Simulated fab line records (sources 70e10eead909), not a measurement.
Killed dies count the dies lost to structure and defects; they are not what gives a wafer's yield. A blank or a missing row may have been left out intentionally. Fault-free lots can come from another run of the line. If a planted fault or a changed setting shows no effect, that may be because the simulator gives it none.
fab line records ; flow nand_harc
record: lots: 13; wafers: 39; last_day: 33
route steps=1302 shown A_CONTACT@1034 END@1302
lots that met no fault: taken from a fault-free run of the same line
start_h: start of the lot's first displayed wafer, in hours after the record's first day ; wait_h: hours elapsed since this lot's preceding step ; " repeats the value in the row above ; L1.1+2: one row covering several wafers at once ; - value missing, or start not given ; * or withheld: withheld ; < > ~ a bound
route shown NAME@n: NAME is a module with steps in the file, n the number in the route of the first one ; usual: mean/standard deviation of fault-free wafers ; same: alike in all rows ; chamber/n: place in a boat ; sites: the reading at each site ; _std_site: how widely they spread, as a standard deviation ; _edge_site: mean of outer sites minus mean of inner sites ; radius_mm: how far each site lies from the wafer's centre ; mask NAME#n: copy n ; behind: the most recent tool/chamber to have shaped the wafer ; hold: what put the lot on hold/how long, in hours/how the hold closed ; device: transistor that didn't switch, given as n, p or np ; end of line: the route-end tests of the same wafers ; a step with no rows: only its recipe ; killed: dies that structure and defects cost at the first sort, which is not the same as the wafer's yield ; map: shows each die of a wafer: x if killed, . if not, _ if none is there
set.NAME: the setting the step ran with; set.NAME@STEP: the setting that earlier step ran with ; model.NAME: the simulator's own value behind a step, which no gauge read
a sample of lots followed through the steps of the route, with each step as a table and each wafer as a row
services: the hour from which a tool's chamber was out of use, counted from the record's first day as start_h (under 0 if before that day), plus the number of hours and why
== steps ==
step: NHARC_A_CONTACT_SOFTBAKE_64
recipe: temp_c: 105; time_s: 55
usual: exhaust_pa: 44.9/0.96; heater_power_total_W: 188.45/0.14
lot.wafer;tool;chamber;start_h;wait_h;exhaust_pa;heater_power_total_W
L164.2;litho_track-06;0;513;-;45.2;188.66
L164.3;litho_track-06;0;513;-;43.7;188.51
L164.6;litho_track-06;0;513;-;44.5;188.37
L165.2;litho_track-01;0;530;-;45.0;188.49
L165.4;litho_track-01;0;530;-;45.7;188.26
L165.6;litho_track-01;0;530;-;44.5;188.39
L167.1;litho_track-04;0;533;-;43.6;188.42
L167.4;litho_track-04;0;533;-;46.6;188.48
L167.5;litho_track-04;0;533;-;44.1;188.75
L166.1;litho_track-04;0;549;-;44.8;188.47
L166.5;litho_track-04;0;549;-;46.3;188.26
L166.6;litho_track-04;0;549;-;47.3;188.44
L171.1;litho_track-01;0;571;-;44.3;188.59
L171.2;litho_track-01;0;571;-;44.2;188.67
L171.3;litho_track-01;0;571;-;42.9;323.02
L173.2;litho_track-01;0;603;-;44.3;188.68
L173.3;litho_track-01;0;603;-;44.8;322.90
L173.6;litho_track-01;0;603;-;44.8;323.03
L174.1;litho_track-01;0;603;-;43.9;188.29
L174.4;litho_track-01;0;603;-;46.1;188.39
L174.6;litho_track-01;0;603;-;45.6;322.91
L179.1;litho_track-06;0;639;-;44.8;188.29
L179.5;litho_track-06;0;639;-;43.7;188.51
L179.6;litho_track-06;0;639;-;45.5;188.73
L182.2;litho_track-04;0;682;-;44.1;188.76
L182.3;litho_track-04;0;682;-;45.1;188.38
L182.4;litho_track-04;0;682;-;44.8;188.41
L180.1;litho_track-01;0;690;-;44.4;188.42
L180.3;litho_track-01;0;690;-;44.1;188.22
L180.4;litho_track-01;0;690;-;44.5;188.43
L185.4;litho_track-01;0;709;-;46.0;188.56
L185.5;litho_track-01;0;709;-;46.0;188.39
L185.6;litho_track-01;0;709;-;46.3;188.56
L183.3;litho_track-04;0;710;-;45.6;188.65
L183.5;litho_track-04;0;710;-;45.4;188.59
L183.6;litho_track-04;0;710;-;44.6;188.36
L184.1;litho_track-01;0;713;-;45.0;188.30
L184.3;litho_track-01;0;713;-;44.8;188.38
L184.4;litho_track-01;0;713;-;44.2;188.68
step: NHARC_A_CONTACT_CD_MEAS_69
recipe: target_cd_nm: 300; landing_energy_ev: 500
usual: cd_nm: 299.9/0.42
lot.wafer;tool;chamber;start_h;wait_h;cd_nm
L164.2;cd_sem-01;0;513.47;-;299.6
L164.3;cd_sem-01;0;513.47;-;300.1
L164.6;cd_sem-01;0;513.47;-;300.1
L165.2;cd_sem-01;0;530.80;-;299.4
L165.4;cd_sem-01;0;530.80;-;300.1
L165.6;cd_sem-01;0;530.80;-;299.7
L167.1;cd_sem-01;0;533.98;-;300.2
L167.4;cd_sem-01;0;533.98;-;299.3
L167.5;cd_sem-01;0;533.98;-;299.2
L166.1;cd_sem-02;0;550.06;-;299.4
L166.5;cd_sem-02;0;550.06;-;299.8
L166.6;cd_sem-02;0;550.06;-;299.4
L171.1;cd_sem-03;0;571.81;-;299.7
L171.2;cd_sem-03;0;571.81;-;299.0
L171.3;cd_sem-03;0;571.81;-;300.2
L173.2;cd_sem-01;0;603.85;-;300.1
L173.3;cd_sem-01;0;603.85;-;300.2
L173.6;cd_sem-01;0;603.85;-;300.5
L174.1;cd_sem-03;0;604.35;-;300.1
L174.4;cd_sem-03;0;604.35;-;299.8
L174.6;cd_sem-03;0;604.35;-;299.9
L179.1;cd_sem-03;0;639.79;-;300.2
L179.5;cd_sem-03;0;639.79;-;300.2
L179.6;cd_sem-03;0;639.79;-;300.5
L182.2;cd_sem-02;0;683.05;-;299.8
L182.3;cd_sem-02;0;683.05;-;299.8
L182.4;cd_sem-02;0;683.05;-;300.2
L180.1;cd_sem-02;0;691.11;-;300.1
L180.3;cd_sem-02;0;691.11;-;299.4
L180.4;cd_sem-02;0;691.11;-;300.3
L185.4;cd_sem-01;0;710.25;-;300.4
L185.5;cd_sem-01;0;710.25;-;300.4
L185.6;cd_sem-01;0;710.25;-;300.9
L183.3;cd_sem-02;0;710.50;-;299.4
L183.5;cd_sem-02;0;710.50;-;299.8
L183.6;cd_sem-02;0;710.50;-;299.1
L184.1;cd_sem-03;0;713.93;-;299.5
L184.3;cd_sem-03;0;713.93;-;299.5
L184.4;cd_sem-03;0;713.93;-;300.0
step: NHARC_A_CONTACT_INSPECT_71
usual: raw_defect_count: 88/36
lot.wafer;tool;chamber;start_h;wait_h;raw_defect_count
L164.2;defect_inspect-01;-;513.60;0.0;107
L164.3;defect_inspect-01;-;513.60;0.0;112
L164.6;defect_inspect-01;-;513.60;0.0;76
L165.2;defect_inspect-02;-;530.92;0.0;24
L165.4;defect_inspect-02;-;530.92;0.0;23
L165.6;defect_inspect-02;-;530.92;0.0;21
L167.1;defect_inspect-02;-;534.11;0.0;123
L167.4;defect_inspect-02;-;534.11;0.0;110
L167.5;defect_inspect-02;-;534.11;0.0;91
L166.1;defect_inspect-01;-;550.19;0.0;57
L166.5;defect_inspect-01;-;550.19;0.0;59
L166.6;defect_inspect-01;-;550.19;0.0;51
L171.1;defect_inspect-02;-;571.93;0.0;139
L171.2;defect_inspect-02;-;571.93;0.0;106
L171.3;defect_inspect-02;-;571.93;0.0;132
L173.2;defect_inspect-01;-;603.97;0.0;57
L173.3;defect_inspect-01;-;603.97;0.0;66
L173.6;defect_inspect-01;-;603.97;0.0;57
L174.1;defect_inspect-02;-;604.48;0.0;128
L174.4;defect_inspect-02;-;604.48;0.0;156
L174.6;defect_inspect-02;-;604.48;0.0;139
L179.1;defect_inspect-01;-;639.91;0.0;151
L179.5;defect_inspect-01;-;639.91;0.0;159
L179.6;defect_inspect-01;-;639.91;0.0;155
L182.2;defect_inspect-02;-;683.17;0.0;118
L182.3;defect_inspect-02;-;683.17;0.0;110
L182.4;defect_inspect-02;-;683.17;0.0;114
L180.1;defect_inspect-02;-;691.24;0.0;34
L180.3;defect_inspect-02;-;691.24;0.0;27
L180.4;defect_inspect-02;-;691.24;0.0;22
L185.4;defect_inspect-02;-;710.37;0.0;39
L185.5;defect_inspect-02;-;710.37;0.0;38
L185.6;defect_inspect-02;-;710.37;0.0;45
L183.3;defect_inspect-02;-;710.62;0.0;133
L183.5;defect_inspect-02;-;710.62;0.0;133
L183.6;defect_inspect-02;-;710.62;0.0;115
L184.1;defect_inspect-01;-;714.06;0.0;121
L184.3;defect_inspect-01;-;714.06;0.0;109
L184.4;defect_inspect-01;-;714.06;0.0;141
step: NHARC_A_CONTACT_ETCH_75
recipe: target_depth_a: 390; over_etch_frac: 0.3; time_s: 65; ion_energy_ev: 80; cf4_flow_sccm: 150; ar_flow_sccm: 0; rf_w: 300; bias_w: 100; chemistry: CF4
usual: drypump_motor_current_A: 5.68/0.24; oes_product_au: 0.997/0.0084; rf_vpp_V: 151.4/1.2; showerhead_plenum_p_Torr: 1.77/0.062; throttle_valve_pct: 13.284/0.009
lot.wafer;tool;chamber;start_h;wait_h;drypump_motor_current_A;oes_product_au;rf_hours_counter_h;rf_vpp_V;showerhead_plenum_p_Torr;throttle_valve_pct
L164.2;rie_diel-13;3;513.74;0.1;5.78;0.988;26;151.8;1.87;13.296
L164.3;rie_diel-13;2;513.74;0.1;5.99;0.995;26;150.9;1.71;13.272
L164.6;rie_diel-13;3;513.74;0.1;5.79;0.987;-;152.7;1.87;13.277
L165.4;rie_diel-13;2;531.06;0.1;6.04;0.993;0;151.0;1.70;13.285
L165.2;rie_diel-13;1;531.06;0.1;5.53;0.990;0;150.7;1.75;13.282
L165.6;rie_diel-13;2;531.06;0.1;5.96;0.993;-;150.6;1.70;13.284
L167.4;rie_diel-13;0;534.25;0.1;5.49;0.987;2;151.2;1.75;13.281
L167.1;rie_diel-13;2;534.25;0.1;5.98;0.985;2;149.7;1.70;13.276
L167.5;rie_diel-13;1;534.25;0.1;5.54;0.994;-;150.0;1.75;13.275
L166.1;rie_diel-13;0;550.35;0.1;5.41;0.996;7;151.7;1.75;13.287
L166.6;rie_diel-13;1;550.35;0.1;5.53;0.994;-;154.2;1.75;13.268
L166.5;rie_diel-13;2;550.35;0.1;6.02;0.991;-;150.6;1.70;13.273
L171.1;rie_diel-13;2;572.09;0.1;6.03;0.995;9;149.9;1.70;13.288
L171.3;rie_diel-13;3;572.09;0.1;5.80;0.998;9;152.7;1.87;13.274
L171.2;rie_diel-13;0;572.09;0.1;5.50;0.990;9;151.7;1.75;13.275
L173.2;rie_diel-06;1;604.16;0.1;5.30;1.003;44;150.3;1.65;13.285
L173.3;rie_diel-06;0;604.16;0.1;6.21;1.007;37;152.3;1.75;13.297
L173.6;rie_diel-06;2;604.16;0.1;5.76;1.006;-;153.5;1.85;13.291
L174.4;rie_diel-13;3;604.64;0.1;5.79;0.981;13;153.5;1.86;13.291
L174.1;rie_diel-13;0;604.64;0.1;5.45;0.979;13;151.6;1.75;13.276
L174.6;rie_diel-13;1;604.64;0.1;5.55;0.991;-;150.6;1.75;13.305
L179.1;rie_diel-13;1;640.06;0.1;5.53;0.997;19;150.3;1.75;13.281
L179.5;rie_diel-13;1;640.06;0.1;5.55;0.994;-;152.4;1.75;13.281
L179.6;rie_diel-13;2;640.06;0.1;6.02;0.992;-;150.7;1.70;13.268
L182.4;rie_diel-13;0;683.32;0.1;5.42;0.988;23;151.8;1.75;13.290
L182.2;rie_diel-13;1;683.32;0.1;5.56;1.009;25;150.7;1.74;13.298
L182.3;rie_diel-13;2;683.32;0.1;5.99;0.996;26;149.9;1.70;13.281
L180.1;rie_diel-09;3;691.41;0.1;5.21;1.000;1;152.5;1.75;13.268
L180.3;rie_diel-09;0;691.41;0.1;5.77;0.994;1;151.3;1.81;13.281
L180.4;rie_diel-09;1;691.41;0.1;5.68;0.998;1;152.4;1.85;13.280
L185.5;rie_diel-06;3;710.55;0.1;5.79;1.003;-;150.2;1.78;13.293
L185.4;rie_diel-06;1;710.55;0.1;5.29;0.998;-;153.3;1.90;13.268
L185.6;rie_diel-06;2;710.55;0.1;5.72;0.996;-;151.8;1.84;13.284
L183.3;rie_diel-09;3;710.78;0.1;5.18;1.016;9;150.9;1.74;13.278
L183.6;rie_diel-09;0;710.78;0.1;5.77;1.006;-;151.2;1.81;13.286
L183.5;rie_diel-09;1;710.78;0.1;5.64;1.013;-;152.2;1.84;13.277
L184.3;rie_diel-13;3;714.30;0.1;5.79;1.017;0;154.2;1.86;13.280
L184.1;rie_diel-13;0;714.30;0.1;5.46;1.010;0;152.5;1.75;13.280
L184.4;rie_diel-13;1;714.30;0.1;5.54;0.999;0;150.3;1.74;13.283
step: NHARC_END_SORT_01
recipe: temp_c: 25
usual: killed_at_array: 54/16; killed_at_other: 0.6/0.86; killed_at_periphery: 3.8/2.6; killed_dies: 58/16; killed_open: 3.3/1.8; killed_short: 2.7/1.7
same: gross_dies: 677
lot.wafer;tool;chamber;start_h;wait_h;killed_at_array;killed_at_other;killed_at_periphery;killed_dies;killed_open;killed_short
L164.2;prober-02;0;571.99;2.8;82;0;4;86;4;2
L164.3;prober-02;0;572.80;3.1;60;1;1;62;2;1
L164.6;prober-02;0;575.21;4.0;52;1;4;57;4;4
L165.2;prober-02;0;591.30;2.8;30;0;3;33;5;2
L165.4;prober-02;0;592.88;3.4;24;0;6;30;6;3
L165.6;prober-02;0;594.45;3.9;30;3;3;36;3;4
L166.1;prober-02;0;612.52;2.5;49;0;4;53;3;3
L166.5;prober-02;0;615.71;3.7;51;2;4;57;5;4
L166.6;prober-02;0;616.50;4.0;45;1;6;52;2;3
L171.1;prober-01;0;627.59;2.5;71;0;0;71;4;1
L171.2;prober-01;0;628.37;2.8;63;0;0;63;1;1
L171.3;prober-01;0;629.16;3.1;62;0;0;62;2;2
L174.1;prober-01;0;662.71;2.5;74;0;5;79;2;0
L174.4;prober-01;0;665.13;3.4;82;0;9;91;1;4
L174.6;prober-01;0;666.75;4.0;85;1;6;92;2;1
L179.1;prober-01;0;708.57;2.5;78;0;8;86;3;0
L179.5;prober-01;0;711.78;3.7;77;0;3;80;1;2
L179.6;prober-01;0;712.59;4.0;64;0;5;69;2;0
L183.3;prober-02;0;774.81;3.1;53;2;5;60;2;1
L183.5;prober-02;0;776.43;3.7;54;0;3;57;4;1
L183.6;prober-02;0;777.23;4.0;62;1;3;66;5;3
L184.1;prober-01;0;780.98;2.5;52;1;2;55;4;2
L184.3;prober-01;0;782.58;3.1;47;1;4;52;2;1
L184.4;prober-01;0;783.39;3.4;58;2;4;64;2;2
killed by level:class
L164.2 A_CHANNEL_HOLE_D1:chamber_film_flake=34 A_CHANNEL_HOLE_D2:chamber_film_flake=34 A_CONTACT:chamber_film_flake=4 A_CONTACT:unspecified=2 P_M0:geometric_particle:open=1 A_ONON_D1:geometric_particle:open=1 A_ONON_D2:geometric_particle:open=1 A_CHANNEL_HOLE_D2:geometric_particle:open=1
L164.3 A_CHANNEL_HOLE_D2:chamber_film_flake=25 A_CHANNEL_HOLE_D1:chamber_film_flake=18 A_CONTACT:chamber_film_flake=8 A_STAIRCASE:chamber_film_flake=2 A_CONTACT:unspecified=2 A_ONON_D1:geometric_particle:short=1 A_CONTACT:geometric_particle:open=1 STARTING-WAFER:geometric_particle:open=1
L164.6 A_CHANNEL_HOLE_D1:chamber_film_flake=18 A_CHANNEL_HOLE_D2:chamber_film_flake=16 A_STAIRCASE:chamber_film_flake=3 A_CONTACT:chamber_film_flake=3 A_ONON_D1:geometric_particle:short=2 A_WL_FILL:geometric_particle:short=2 P_GATE:chamber_film_flake=2 A_SGD_CUT:chamber_film_flake=2
L165.2 A_CHANNEL_HOLE_D2:chamber_film_flake=9 A_CONTACT:chamber_film_flake=8 P_ZERO_WELL:chamber_film_flake=2 A_CHANNEL_HOLE_D1:chamber_film_flake=2 A_DECK1_JOINT:chamber_film_flake=2 A_STAIRCASE:chamber_film_flake=2 P_CONTACT:geometric_particle:short=1 A_ONON_D1:geometric_particle:open=1
L165.4 A_DECK1_JOINT:chamber_film_flake=4 A_CONTACT:chamber_film_flake=4 A_CHANNEL_HOLE_D1:chamber_film_flake=3 A_CHANNEL_HOLE_D2:chamber_film_flake=3 P_M2:geometric_particle:open=2 P_GATE:chamber_film_flake=2 A_WL_FILL:geometric_particle:open=2 A_STAIRCASE:chamber_film_flake=2
L165.6 A_CHANNEL_HOLE_D2:chamber_film_flake=7 A_CONTACT:chamber_film_flake=6 A_STAIRCASE:chamber_film_flake=5 A_CHANNEL_HOLE_D1:chamber_film_flake=3 A_DECK1_JOINT:chamber_film_flake=3 THIN_TSV:chamber_film_flake=2 A_SOURCE_PLATE:geometric_particle:short=1 A_ONON_D1:geometric_particle:open=1
L166.1 A_CHANNEL_HOLE_D2:chamber_film_flake=32 A_STAIRCASE:chamber_film_flake=5 A_CONTACT:chamber_film_flake=3 A_DECK1_JOINT:geometric_particle:short=2 P_STI:chamber_film_flake=2 P_GATE:geometric_particle:short=1 P_M2:geometric_particle:open=1 A_CHANNEL_FILL_D1:geometric_particle:open=1
L166.5 A_CHANNEL_HOLE_D2:chamber_film_flake=33 A_CHANNEL_HOLE_D1:chamber_film_flake=5 A_SOURCE_PLATE:geometric_particle:short=2 A_M0:geometric_particle:open=2 P_STI:chamber_film_flake=2 A_STAIRCASE:chamber_film_flake=2 A_WL_FILL:chamber_film_flake=2 THIN_TSV:chamber_film_flake=2
L166.6 A_CHANNEL_HOLE_D2:chamber_film_flake=34 P_STI:chamber_film_flake=3 A_CONTACT:chamber_film_flake=3 A_WL_FILL:geometric_particle:short=2 A_M0:chamber_film_flake=2 P_CONTACT:geometric_particle:short=1 A_ONON_D1:geometric_particle:open=1 A_SGD_CUT:geometric_particle:open=1
L171.1 A_CHANNEL_HOLE_D2:chamber_film_flake=40 A_SLIT:chamber_film_flake=17 A_CHANNEL_HOLE_D1:chamber_film_flake=4 A_CONTACT:chamber_film_flake=3 A_ONON_D2:geometric_particle:open=2 A_STAIRCASE:chamber_film_flake=2 A_CHANNEL_FILL_D1:geometric_particle:open=1 A_DECK1_JOINT:geometric_particle:open=1
L171.2 A_CHANNEL_HOLE_D2:chamber_film_flake=33 A_SLIT:chamber_film_flake=24 A_CONTACT:chamber_film_flake=2 A_ONON_D2:geometric_particle:short=1 A_M0:geometric_particle:open=1 A_CHANNEL_HOLE_D1:chamber_film_flake=1 A_STAIRCASE:chamber_film_flake=1
L171.3 A_CHANNEL_HOLE_D2:chamber_film_flake=33 A_SLIT:chamber_film_flake=15 A_CHANNEL_HOLE_D1:chamber_film_flake=8 A_DECK1_JOINT:geometric_particle:open=1 A_ONON_D2:geometric_particle:short=1 A_ONON_D2:geometric_particle:open=1 A_WL_FILL:geometric_particle:short=1 A_ZERO_WELL:chamber_film_flake=1
L174.1 A_CHANNEL_HOLE_D1:chamber_film_flake=29 A_SLIT:chamber_film_flake=18 A_CHANNEL_HOLE_D2:chamber_film_flake=14 A_CONTACT:chamber_film_flake=6 P_GATE:chamber_film_flake=3 A_BLC:chamber_film_flake=3 A_STAIRCASE:chamber_film_flake=2 P_GATE:geometric_particle:open=1
L174.4 A_CHANNEL_HOLE_D1:chamber_film_flake=42 A_SLIT:chamber_film_flake=16 A_CHANNEL_HOLE_D2:chamber_film_flake=7 A_CONTACT:chamber_film_flake=5 P_GATE:chamber_film_flake=3 P_M2:chamber_film_flake=3 A_WL_FILL:chamber_film_flake=3 A_SOURCE_PLATE:geometric_particle:short=2
L174.6 A_CHANNEL_HOLE_D1:chamber_film_flake=33 A_SLIT:chamber_film_flake=19 A_CHANNEL_HOLE_D2:chamber_film_flake=15 A_BLC:chamber_film_flake=7 A_CONTACT:chamber_film_flake=4 P_GATE:chamber_film_flake=3 A_CHANNEL_FILL_D2:chamber_film_flake=2 A_STAIRCASE:chamber_film_flake=2
L179.1 A_CHANNEL_HOLE_D1:chamber_film_flake=33 A_SLIT:chamber_film_flake=16 A_CHANNEL_HOLE_D2:chamber_film_flake=7 P_STI:chamber_film_flake=6 A_CONTACT:chamber_film_flake=6 A_STAIRCASE:chamber_film_flake=4 A_WL_FILL:chamber_film_flake=4 A_DECK1_JOINT:chamber_film_flake=2
L179.5 A_CHANNEL_HOLE_D1:chamber_film_flake=37 A_SLIT:chamber_film_flake=15 A_CHANNEL_HOLE_D2:chamber_film_flake=10 A_STAIRCASE:chamber_film_flake=4 A_CONTACT:chamber_film_flake=4 P_STI:chamber_film_flake=2 A_WL_FILL:chamber_film_flake=2 P_STI:geometric_particle:open=1
L179.6 A_CHANNEL_HOLE_D1:chamber_film_flake=31 A_CHANNEL_HOLE_D2:chamber_film_flake=11 A_SLIT:chamber_film_flake=8 A_STAIRCASE:chamber_film_flake=5 P_ZERO_WELL:chamber_film_flake=3 A_CONTACT:chamber_film_flake=3 A_CHANNEL_FILL_D1:chamber_film_flake=2 A_DECK1_JOINT:chamber_film_flake=2
L183.3 A_CHANNEL_HOLE_D2:chamber_film_flake=19 A_SLIT:chamber_film_flake=15 A_CHANNEL_HOLE_D1:chamber_film_flake=10 P_CONTACT:chamber_film_flake=3 A_CONTACT:chamber_film_flake=3 THIN_TSV:chamber_film_flake=2 A_CHANNEL_FILL_D1:geometric_particle:open=1 A_WL_FILL:geometric_particle:short=1
L183.5 A_CHANNEL_HOLE_D2:chamber_film_flake=17 A_SLIT:chamber_film_flake=14 A_CHANNEL_HOLE_D1:chamber_film_flake=6 A_CONTACT:chamber_film_flake=4 A_STAIRCASE:chamber_film_flake=3 A_CHANNEL_FILL_D2:chamber_film_flake=2 A_CHANNEL_FILL_D1:chamber_film_flake=2 P_M2:geometric_particle:open=1
L183.6 A_SLIT:chamber_film_flake=22 A_CHANNEL_HOLE_D2:chamber_film_flake=14 A_CONTACT:chamber_film_flake=8 A_CHANNEL_HOLE_D1:chamber_film_flake=5 A_STAIRCASE:chamber_film_flake=3 A_ONON_D2:geometric_particle:short=2 P_GATE:chamber_film_flake=2 A_CHANNEL_FILL_D2:chamber_film_flake=2
L184.1 A_SLIT:chamber_film_flake=17 A_CHANNEL_HOLE_D2:chamber_film_flake=12 A_CHANNEL_HOLE_D1:chamber_film_flake=10 A_CONTACT:chamber_film_flake=6 A_CHANNEL_FILL_D1:chamber_film_flake=2 P_GATE:geometric_particle:open=1 A_ONON_D1:geometric_particle:open=1 A_DECK1_JOINT:geometric_particle:open=1
L184.3 A_CHANNEL_HOLE_D2:chamber_film_flake=15 A_SLIT:chamber_film_flake=13 A_CONTACT:chamber_film_flake=11 A_CHANNEL_HOLE_D1:chamber_film_flake=4 P_ZERO_WELL:chamber_film_flake=2 A_CHANNEL_FILL_D1:chamber_film_flake=2 P_M0:geometric_particle:open=1 A_ONON_D1:geometric_particle:short=1
L184.4 A_CHANNEL_HOLE_D2:chamber_film_flake=17 A_SLIT:chamber_film_flake=16 A_CONTACT:chamber_film_flake=10 A_CHANNEL_HOLE_D1:chamber_film_flake=9 P_CONTACT:chamber_film_flake=3 A_STAIRCASE:chamber_film_flake=2 THIN_TSV:chamber_film_flake=2 A_ONON_D1:geometric_particle:open=1
== services ==
tool;chamber;start_h;hours;kind
rie_diel-09;-;497.99;9.0;pm
rie_diel-13;0;500.88;-;clean
rie_diel-13;1;500.88;-;clean
rie_diel-13;2;500.88;-;clean
rie_diel-13;3;500.88;-;clean
litho_track-01;-;505.00;7.0;pm
rie_diel-06;-;505.38;0.5;repair
rie_diel-13;-;521.78;9.0;pm
rie_diel-13;0;521.78;9.0;vent_cycle
rie_diel-13;1;521.78;9.0;vent_cycle
rie_diel-13;2;521.78;9.0;vent_cycle
rie_diel-09;2;528.34;13.0;repair
litho_track-06;-;529.00;7.0;pm
litho_track-04;-;553.00;7.0;pm
rie_diel-06;-;656.42;0.4;repair
rie_diel-06;-;662.31;9.0;pm
rie_diel-13;-;671.11;0.3;repair
rie_diel-09;-;676.46;9.0;pm
litho_track-01;-;680.00;7.0;pm
rie_diel-13;2;692.40;2.7;repair
rie_diel-13;-;698.78;9.0;pm
litho_track-06;-;704.00;7.0;pm
rie_diel-06;1;706.72;2.7;repair
rie_diel-06;0;707.17;13.7;repair
== key ==
first_sign: step: NHARC_A_CONTACT_SOFTBAKE_64; reading: heater_power_total_W; direction: up; sigmas: 99+; usual: *; struck: *
effect none on later readings
met_at NHARC_A_CONTACT_SOFTBAKE_64
struck_lots L171,L173,L174
struck_wafers L171.3,L173.3,L173.6,L174.6
tester_left_out L171,L173,L174
not_acting_at NHARC_A_CONTACT_CD_MEAS_69,NHARC_A_CONTACT_INSPECT_71,NHARC_A_CONTACT_ETCH_75
onset_between 530 571
fault: kind: process_parameter_drift; tool: litho_track-01; chamber: -; onset_h: 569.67; steps: NHARC_A_CONTACT_SOFTBAKE_64; channel: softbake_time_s; offset: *; shape: step; end_h: 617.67; scope: struck_wafers_only; acts_in: *; stated: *
tester_left_out: of these lots the tester's yield and bins aren't shown, on N5 and GAA mostly nor the transistor test; their killed dies are dies lost to structure and defects alone, not to doping, threshold or leakage, so they don't give the yield
